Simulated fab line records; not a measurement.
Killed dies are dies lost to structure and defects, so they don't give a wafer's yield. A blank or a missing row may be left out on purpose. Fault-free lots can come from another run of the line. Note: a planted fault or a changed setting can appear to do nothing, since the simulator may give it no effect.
Which tool did it? -- flow n5 finfet -- Sampling: 7 lots, 21 wafers, 6 of 1938 route steps

## WHAT THE GAUGES READ, wafer by wafer
N5_BEOL_M1_CD_MEAS_18: pitch 36 nm, target cd 18 nm.
lot,measured,on,cd nm (nm)
L649,day 7 10:17,cd sem-03,18.0 18.3 17.9
L650,day 7 16:40,cd sem-02,18.3 17.8 18.8
L653,day 8 07:52,cd sem-03,18.1 18.1 17.3
L655,day 9 03:16,cd sem-03,17.1 17.6 17.0
L659,day 9 23:29,cd sem-02,17.3 17.9 18.1
L663,day 10 07:28,cd sem-01,- - -
L664,day 11 02:20,cd sem-01,17.9 18.0 18.0

## EACH LOT AND THE TOOL THAT RAN IT (in order: tool; ch and the chambers of the sampled wafers; start)
lot,N5_BEOL_M0_ANNEAL_119,N5_BEOL_M0_CMP_120,N5_BEOL_M0_CO_CAP_123,N5_BEOL_M1_HM_DEP_02,N5_BEOL_M1_HM_OPEN_17
L649,"rtp anneal-01 ch 0, day 7 07:07","cmp-01 ch 0,3, day 7 07:56","cvd co-02 ch 0,1,2, day 7 08:32","pvd sputter-03, day 7 09:11","rie metal-02 ch 0,1, day 7 10:05"
L650,"rtp anneal-01 ch 0, day 7 10:45","cmp-04 ch 1,2,3, day 7 11:00","cvd co-02 ch 1,2, day 7 11:27","pvd sputter-01, day 7 15:31","rie metal-03 ch 0,1, day 7 16:29"
L653,"rtp anneal-01 ch 0, day 8 05:06","cmp-04 ch 1,2,3, day 8 05:26","cvd co-01 ch 1,2, day 8 05:44","pvd sputter-01, day 8 06:47","rie metal-03 ch 0,1, day 8 07:41"
L655,"rtp anneal-01 ch 0, day 8 23:34","cmp-01 ch 0,1, day 8 23:52","cvd co-02 ch 1,2, day 9 00:14","pvd sputter-02, day 9 02:11","rie metal-02 ch 0,1, day 9 03:05"
L659,"rtp anneal-01 ch 0, day 9 19:08","cmp-04 ch 0,2,3, day 9 19:23","cvd co-01 ch 0,2, day 9 19:45","pvd sputter-03, day 9 22:16","rie metal-02 ch 0,1, day 9 23:17"
L663,"rtp anneal-01 ch 0, day 10 05:04","cmp-02 ch 0,1,3, day 10 05:26","cvd co-02 ch 0,2, day 10 05:44","pvd sputter-03, day 10 06:24","rie metal-03 ch 0, day 10 07:17"
L664,"rtp anneal-01 ch 0, day 10 22:16","cmp-04 ch 1,3, day 10 22:37","cvd co-01 ch 0,1,2, day 10 22:56","pvd sputter-02, day 11 01:12","rie metal-03 ch 0,1, day 11 02:05"
- N5_BEOL_M0_ANNEAL_119: time 90 s.
- N5_BEOL_M0_CMP_120: polishes, stops on SiOC, t overpolish 6.9 s.
- N5_BEOL_M0_CO_CAP_123: material Co, precursor CCTBA/H2, target thk 2 nm, time 102.1 s.
- N5_BEOL_M1_HM_DEP_02: deposits TiN, target thk 20 nm.
- N5_BEOL_M1_HM_OPEN_17: chemistry Cl2/BCl3, target TiN, target depth 20 nm, overetch 6 nm.

## THE ANSWER, worked out from the rows above alone
Rule: the usual values come from the lots themselves. Put in order of their means at a reading, lots are off if they are a third of the lots or fewer, leave a main group of 4 or more, and stand apart from it by a gap of 3 or more times the standard deviation of the main group's means; of several such gaps the widest counts. Not used: any main group whose means are identical at the precision the tables above print for the reading. Also off: a lot with no number at a reading for which 4 or more lots have one. All remaining lots with rows at the step are treated as sound.
Off: L663, at N5_BEOL_M1_CD_MEAS_18 (cd nm). Without a number there: L663. Main group: mean 17.9 nm, sd 0.33.
A tool fits if, at a process step before that reading, it ran every lot that is off, and no sound lot after the first of them. The gauges at N5_BEOL_M1_CD_MEAS_18 are tried like those tools. Can't be told from this: 3 tools fit, cmp-02 at N5_BEOL_M0_CMP_120, cvd co-02 at N5_BEOL_M0_CO_CAP_123, pvd sputter-03 at N5_BEOL_M1_HM_DEP_02.

## WHAT WAS PUT IN BY THE SIMULATOR
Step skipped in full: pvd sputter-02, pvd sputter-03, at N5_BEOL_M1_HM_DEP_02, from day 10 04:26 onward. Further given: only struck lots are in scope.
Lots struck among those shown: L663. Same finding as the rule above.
